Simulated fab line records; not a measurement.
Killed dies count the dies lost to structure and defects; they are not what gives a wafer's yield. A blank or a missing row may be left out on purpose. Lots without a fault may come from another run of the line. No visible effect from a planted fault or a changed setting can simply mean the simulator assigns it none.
Matching of chambers	flow n5-finfet	N5_ILD0_CMP_12 on cmp-04: 3 sister chambers
The step polishes SiNx, stops on poly-Si, t overpolish 6 s, target thk 17.67 nm. 18 wafers are shown with their chamber, then 5 later ones without.

== EACH WAFER AND ITS CHAMBER ==
wafer	chamber	motor-current-A (A)	time-to-endpoint-s (s)	slurry-flow-ml-min
L077.1	1	11.0	32	150.7
L077.3	2	9.4	27	150.7
L077.6	1	10.8	30	150.2
L079.1	2	9.5	26	149.9
L079.3	3	9.4	26	150.1
L079.6	1	10.2	25	150.5
L080.1	1	10.0	29	150.7
L080.3	3	8.7	30	149.0
L080.5	1	10.6	28	151.0
L083.2	3	9.9	30	150.9
L083.4	2	9.6	24	148.7
L083.5	3	9.6	30	150.4
L085.3	1	10.0	29	150.0
L085.4	3	9.1	30	150.0
L085.6	1	10.0	27	149.3
L086.1	3	9.4	30	148.9
L086.3	1	10.8	27	149.7
L086.4	2	9.9	29	149.2

SIGNATURES, as means of the wafers listed above
reading	chamber 1	chamber 2	chamber 3	scatter within a chamber
motor-current-A	10.425	9.600	9.350	0.386
time-to-endpoint-s	28.38	26.50	29.33	1.97
slurry-flow-ml-min	150.262	149.625	149.883	0.715
Rule: distance of a wafer from a chamber = root of the sum over the readings of ((wafer's reading minus chamber's mean) / reading's scatter) squared. If the next closest chamber is less than 2 further off than the closest, the wafer can't be placed; otherwise it belongs to the closest. The scatter: take each reading less its chamber's mean, square it, sum over the shown wafers, divide by the number of wafers less the number of chambers, and take the root.

== WAFERS WITH NO CHAMBER GIVEN ==
wafer	motor-current-A (A)	time-to-endpoint-s (s)	slurry-flow-ml-min
L087.3	9.7	30	149.9
L087.6	9.0	31	149.5
L088.3	8.9	30	150.3
L091.2	10.2	29	149.5
L091.4	10.1	28	150.5

== EACH ONE'S CHAMBER ==
wafer	from the rows above	in truth
L087.3	can't be placed: 3 or 2 or 1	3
L087.6	can't be placed: 3 or 2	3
L088.3	can't be placed: 3 or 2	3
L091.2	can't be placed: 1 or 2 or 3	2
L091.4	can't be placed: 1 or 2 or 3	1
Correct placement for 0 of the 5. Not placeable from these rows: 5 (in 5, the candidates include the true chamber). 0 placed wrongly.
